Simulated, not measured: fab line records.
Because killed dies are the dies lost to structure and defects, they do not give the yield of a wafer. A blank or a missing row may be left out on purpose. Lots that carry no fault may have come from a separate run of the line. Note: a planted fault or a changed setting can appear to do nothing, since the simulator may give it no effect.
Chamber matching + flow n5Finfet + rieDiel-04 running N5_BEOL_M2_VIA_ETCH_34: 4 sister chambers
The step etches the open film in C4F6/O2, target depth 69.4 nm, time 65.9 s. 22 wafers are shown with their chamber, then 11 later ones without.

## WAFERS, EACH WITH ITS CHAMBER
| wafer  | chamber | rfVppV (V) | drypumpMotorCurrentA (A) | throttleValvePct (%) |
|--------|---------|------------|--------------------------|----------------------|
| L076.1 | 2       | 690        | 4.9                      | 30.45                |
| L076.4 | 2       | 690        | 4.9                      | 30.46                |
| L076.6 | 3       | 631        | 6.6                      | 30.10                |
| L077.3 | 2       | 689        | 4.9                      | 30.45                |
| L077.5 | 2       | 690        | 4.9                      | 30.44                |
| L077.6 | 1       | 694        | 6.3                      | 30.90                |
| L079.2 | 0       | 672        | 5.7                      | 30.70                |
| L079.3 | 2       | 688        | 4.9                      | 30.45                |
| L079.4 | 2       | 690        | 4.9                      | 30.46                |
| L081.1 | 0       | 672        | 5.8                      | 30.69                |
| L081.2 | 1       | 693        | 6.4                      | 30.91                |
| L081.5 | 1       | 693        | 6.4                      | 30.91                |
| L088.3 | 1       | 692        | 6.4                      | 30.92                |
| L088.5 | 0       | 673        | 5.8                      | 30.68                |
| L088.6 | 3       | 631        | 6.5                      | 30.13                |
| L087.2 | 1       | 695        | 6.4                      | 30.92                |
| L087.3 | 2       | 688        | 4.9                      | 30.48                |
| L087.5 | 1       | 694        | 6.3                      | 30.91                |
| L091.1 | 2       | 689        | 4.9                      | 30.51                |
| L091.2 | 1       | 692        | 6.3                      | 30.94                |
| L091.4 | 0       | 672        | 5.8                      | 30.49                |
| L093.1 | 1       | 694        | 6.4                      | 30.94                |

SIGNATURES (means of the wafers above)
| reading              | chamber 0 | chamber 1 | chamber 2 | chamber 3 | scatter within a chamber |
|----------------------|-----------|-----------|-----------|-----------|--------------------------|
| rfVppV               | 672.25    | 693.38    | 689.25    | 631.00    | 0.886                    |
| drypumpMotorCurrentA | 5.775     | 6.362     | 4.900     | 6.550     | 0.0417                   |
| throttleValvePct     | 30.6400   | 30.9187   | 30.4625   | 30.1150   | 0.0445                   |
Rule: a wafer's distance from a chamber is the root of the sum, over the readings, of the square of ((its reading less the chamber's mean) divided by the reading's scatter). If the next closest chamber is less than 2 further off than the closest, the wafer can't be placed; otherwise it belongs to the closest. How the scatter is found: for the shown wafers, subtract from each reading the mean of its chamber, square and add these, divide the total by (wafers less chambers), then take the root.

## WAFERS WITH NO CHAMBER GIVEN
| wafer  | rfVppV (V) | drypumpMotorCurrentA (A) | throttleValvePct (%) |
|--------|------------|--------------------------|----------------------|
| L093.5 | 689        | 4.9                      | 30.50                |
| L093.6 | 693        | 6.4                      | 30.93                |
| L094.2 | 673        | 5.7                      | 30.50                |
| L094.3 | 690        | 4.9                      | 30.50                |
| L094.4 | 689        | 4.9                      | 30.50                |
| L097.1 | 671        | 5.7                      | 30.49                |
| L097.2 | 693        | 6.4                      | 30.94                |
| L097.4 | 691        | 6.3                      | 30.94                |
| L096.2 | 673        | 5.7                      | 30.50                |
| L096.3 | 693        | 6.4                      | 30.96                |
| L096.4 | 670        | 5.7                      | 30.51                |

## WHICH CHAMBER EACH WENT THROUGH
| wafer  | from the rows above | in truth |
|--------|---------------------|----------|
| L093.5 | 2                   | 2        |
| L093.6 | 1                   | 1        |
| L094.2 | 0                   | 0        |
| L094.3 | 2                   | 2        |
| L094.4 | 2                   | 2        |
| L097.1 | 0                   | 0        |
| L097.2 | 1                   | 1        |
| L097.4 | 1                   | 1        |
| L096.2 | 0                   | 0        |
| L096.3 | 1                   | 1        |
| L096.4 | 0                   | 0        |
Correct placement for 11 of the 11. Number that these rows cannot place: 0. Number placed wrongly: 0.
